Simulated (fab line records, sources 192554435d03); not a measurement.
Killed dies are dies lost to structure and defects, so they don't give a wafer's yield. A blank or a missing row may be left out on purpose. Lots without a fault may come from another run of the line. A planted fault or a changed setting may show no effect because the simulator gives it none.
Chamber matching | flow n5_finfet | N5_MOL_CONTACT_COAG_ETCH_105 on rie_diel-01: 3 sister chambers
The step etches SiARC in CF4, target depth 15.6 nm, time 26 s. 3 wafers are shown with their chamber, then 7 later ones without.

WAFERS WITH THEIR CHAMBER
wafer  | chamber | throttle_valve_pct (%)
L082.5 | 2       | 16.10
L083.5 | 0       | 15.18
L083.6 | 3       | 15.82

WAFERS WITHOUT THEIR CHAMBER
wafer  | throttle_valve_pct (%)
L088.2 | 15.83
L088.4 | 15.19
L088.6 | 15.57
L089.3 | 15.19
L090.1 | 15.19
L090.2 | 15.61
L090.6 | 15.86

WHICH CHAMBER EACH WENT THROUGH
wafer  | from the rows above     | in truth
L088.2 | 3                       | 3
L088.4 | 0                       | 0
L088.6 | can't be placed: 3 or 0 | 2
L089.3 | 0                       | 0
L090.1 | 0                       | 0
L090.2 | can't be placed: 3 or 0 | 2
L090.6 | can't be placed: 3 or 2 | 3
Placed correctly: 4 of 7. Can't be placed from these rows: 3 (the true chamber is among the candidates in 1). Placed wrongly: 0.
How it was worked out, from the rows above alone: a wafer's distance from a chamber is the root of the sum, over the readings, of the square of ((its reading less the chamber's mean) divided by the reading's scatter). The wafer belongs to the nearest chamber; if the next one is less than 2 further off, it can't be placed. A chamber's mean is the mean of its shown wafers. The scatter: with one shown wafer a chamber, the root of the mean of the squares of how far each hidden wafer lies from its nearest shown one.
